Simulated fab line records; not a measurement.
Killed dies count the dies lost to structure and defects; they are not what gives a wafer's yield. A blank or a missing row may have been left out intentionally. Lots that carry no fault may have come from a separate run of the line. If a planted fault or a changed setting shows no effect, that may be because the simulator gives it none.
Split-lot trial + flow n5_finfet + route with 1938 steps; 7 lots, 21 wafers read

## ABOUT THE SPLIT
At N5_BEOL_M1_COAT_05 (resist thk 30 nm), the setting spin_rpm was moved away from the recipe's 1500 rpm on 8 of the 21 wafers read, by -9.9% to +6.0%. For the rest of the wafers, this setting stayed at what the recipe calls for.

The reading comes from the split's own step.

## THE READING
CAR-EUV_of_BEOL_M1_COAT_05.thk_nm (the simulator's own value, which no gauge read), in nm, at N5_BEOL_M1_COAT_05 (resist thk 30 nm). The file gives no usual value for it.

| wafer  | tool, chamber at the split | spin_rpm as run, rpm | against the recipe | CAR-EUV_of_BEOL_M1_COAT_05.thk_nm, nm | against lot-mates on the recipe |
|--------|----------------------------|----------------------|--------------------|---------------------------------------|---------------------------------|
| L074.3 | litho_track-01, 0          | 1590                 | +6.0%              | 29.2                                  | -0.8                            |
| L074.5 | litho_track-01, 0          | 1590                 | +6.0%              | 29.2                                  | -0.8                            |
| L074.6 | litho_track-01, 0          | 1500                 | recipe             | 30                                    | -                               |
| L076.1 | litho_track-04, 0          | 1357                 | -9.5%              | 31.6                                  | +1.6                            |
| L076.6 | litho_track-04, 0          | 1357                 | -9.5%              | 31.6                                  | +1.6                            |
| L076.4 | litho_track-04, 0          | 1500                 | recipe             | 30                                    | -                               |
| L079.1 | litho_track-04, 0          | 1500                 | recipe             | 30                                    | -                               |
| L079.2 | litho_track-04, 0          | 1500                 | recipe             | 30                                    | -                               |
| L079.6 | litho_track-04, 0          | 1500                 | recipe             | 30                                    | -                               |
| L082.4 | litho_track-01, 0          | 1500                 | recipe             | 30                                    | -                               |
| L082.5 | litho_track-01, 0          | 1500                 | recipe             | 30                                    | -                               |
| L082.6 | litho_track-01, 0          | 1500                 | recipe             | 30                                    | -                               |
| L085.4 | litho_track-04, 0          | 1500                 | recipe             | 30                                    | -                               |
| L085.5 | litho_track-04, 0          | 1500                 | recipe             | 30                                    | -                               |
| L085.6 | litho_track-04, 0          | 1500                 | recipe             | 30                                    | -                               |
| L087.1 | litho_track-01, 0          | 1500                 | recipe             | 30                                    | -                               |
| L087.2 | litho_track-01, 0          | 1357                 | -9.5%              | 31.6                                  | +1.6                            |
| L087.4 | litho_track-01, 0          | 1357                 | -9.5%              | 31.8                                  | +1.8                            |
| L090.2 | litho_track-02, 0          | 1351                 | -9.9%              | 31.6                                  | +1.6                            |
| L090.6 | litho_track-02, 0          | 1351                 | -9.9%              | 31.6                                  | +1.6                            |
| L090.5 | litho_track-02, 0          | 1500                 | recipe             | 30                                    | -                               |

FIT RESULTS
A straight line over all 21 wafers: CAR-EUV_of_BEOL_M1_COAT_05.thk_nm changes by -0.162 nm for each +1% of spin_rpm; r = -1.00; the points scatter about the line by 0.075 nm.
The same after taking each lot's own level away (the mean of its wafers on the recipe; 21 wafers): -0.162 nm for each +1%; r = -1.00; scatter 0.075 nm.
According to that fit, moving spin_rpm by its largest amount changes the reading by 1.6 nm.
The lots' own levels span 30.00 to 30.00 nm.
The two slopes are in agreement: the lot-to-lot level therefore moves the slope only a little.
Check: +1.66 nm against its lot-mates is what the line predicts for one of the wafers moved furthest among these (-9.9%) when that wafer is left out of the fit. It came out at +1.6 nm against them.

## OTHER SPLITS ON THESE WAFERS
These wafers also went through other splits before the reading. Each is held against what the fit with the lots' levels taken away leaves over:
| other split on the same wafers               | wafers away from the commonest value | r with CAR-EUV_of_BEOL_M1_COAT_05.thk_nm (lot level and that fit taken away) |
|----------------------------------------------|--------------------------------------|------------------------------------------------------------------------------|
| N5_MOL_CONTACT_COAG_EXPOSE_05 dose_mj        | 7                                    | +0.02                                                                        |
| N5_MOL_CONTACT_COAG_CONTACT_ETCH_14 source_w | 9                                    | -0.18                                                                        |
| N5_MOL_CONTACT_COAG_ETCHBACK_135 time_s      | 4                                    | +0.31                                                                        |
| N5_MOL_CONTACT_COAG_COAT_64 spin_rpm         | 9                                    | -0.38                                                                        |
| N5_BEOL_M0_SAQP_COAT_08 spin_rpm             | 3                                    | -0.47                                                                        |

## THE FILE'S OWN FIT
CAR-EUV_of_BEOL_M1_COAT_05.thk_nm changes by -0.165 nm for each +1% of spin_rpm, r = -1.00.
